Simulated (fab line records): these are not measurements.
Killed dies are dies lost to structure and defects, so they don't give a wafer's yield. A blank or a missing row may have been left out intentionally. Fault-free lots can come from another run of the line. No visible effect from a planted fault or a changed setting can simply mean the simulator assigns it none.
Chamber matching | flow nand harc | NHARC_P_CONTACT_CMP_24 on cmp-04 has 4 sister chambers
The step polishes, t overpolish 30 s, target thk 200 nm. 4 wafers are shown with their chamber, then 7 later ones without.

WAFERS PAIRED WITH THEIR CHAMBERS
wafer  | chamber | motor current A (A)
L088.2 | 3       | 10.3
L088.4 | 1       | 11.9
L092.2 | 2       | 12.9
L092.3 | 0       | 10.7

WAFERS WITH NO CHAMBER GIVEN
wafer  | motor current A (A)
L092.6 | 9.8
L096.2 | 10.1
L096.5 | 9.3
L096.6 | 11.8
L097.1 | 12.6
L097.3 | 11.9
L097.5 | 10.8

CHAMBER TAKEN BY EACH
wafer  | from the rows above     | in truth
L092.6 | can't be placed: 3 or 0 | 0
L096.2 | can't be placed: 3 or 0 | 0
L096.5 | can't be placed: 3 or 0 | 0
L096.6 | 1                       | 1
L097.1 | can't be placed: 2 or 1 | 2
L097.3 | 1                       | 1
L097.5 | can't be placed: 0 or 3 | 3
Correct placement for 2 of the 7. Can't be placed from these rows: 5 (the true chamber is among the candidates in 5). 0 placed wrongly.
How it was worked out, from the rows above alone: a wafer's distance from a chamber is the root of the sum, over the readings, of the square of ((its reading less the chamber's mean) divided by the reading's scatter). The wafer belongs to the nearest chamber; if the next one is less than 2 further off, it can't be placed. A chamber's mean is the mean of its shown wafers. The scatter: with one shown wafer a chamber, the root of the mean of the squares of how far each hidden wafer lies from its nearest shown one.
